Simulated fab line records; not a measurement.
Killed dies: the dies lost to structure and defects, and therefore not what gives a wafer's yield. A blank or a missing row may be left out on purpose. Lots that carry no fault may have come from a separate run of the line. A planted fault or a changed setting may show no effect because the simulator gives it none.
Matching of chambers ; flow n5 finfet ; 3 sister chambers for N5_BEOL_M8_STRIP_19 on rie diel-03
The step strips in O2. 6 wafers are shown with their chamber, then 4 later ones without.

## WAFERS WITH THEIR CHAMBER
wafer;chamber;showerhead plenum p Torr (Torr);drypump motor current A (A)
L076.4;0;2.01;5.3
L079.2;0;2.01;5.4
L079.3;3;2.20;6.6
L079.4;2;2.22;5.7
L087.1;3;2.19;6.6
L087.3;2;2.21;5.7

## WAFERS MISSING THEIR CHAMBER
wafer;showerhead plenum p Torr (Torr);drypump motor current A (A)
L087.6;2.21;5.7
L089.2;2.19;6.6
L089.6;2.21;5.7
L097.3;2.20;5.7

## THE CHAMBER EACH PASSED THROUGH
wafer;from the rows above;in truth
L087.6;2;2
L089.2;3;3
L089.6;2;2
L097.3;2;2
Correct placement for 4 of the 4. Left unplaced by these rows: 0. Wrongly placed: 0.
How it was worked out, from the rows above alone: a wafer's distance from a chamber is the root of the sum, over the readings, of the square of ((its reading less the chamber's mean) divided by the reading's scatter). If the next closest chamber is less than 2 further off than the closest, the wafer can't be placed; otherwise it belongs to the closest. Each chamber's mean is taken over the wafers shown for it. How the scatter is found: for the shown wafers, subtract from each reading the mean of its chamber, square and add these, divide the total by (wafers less chambers), then take the root.
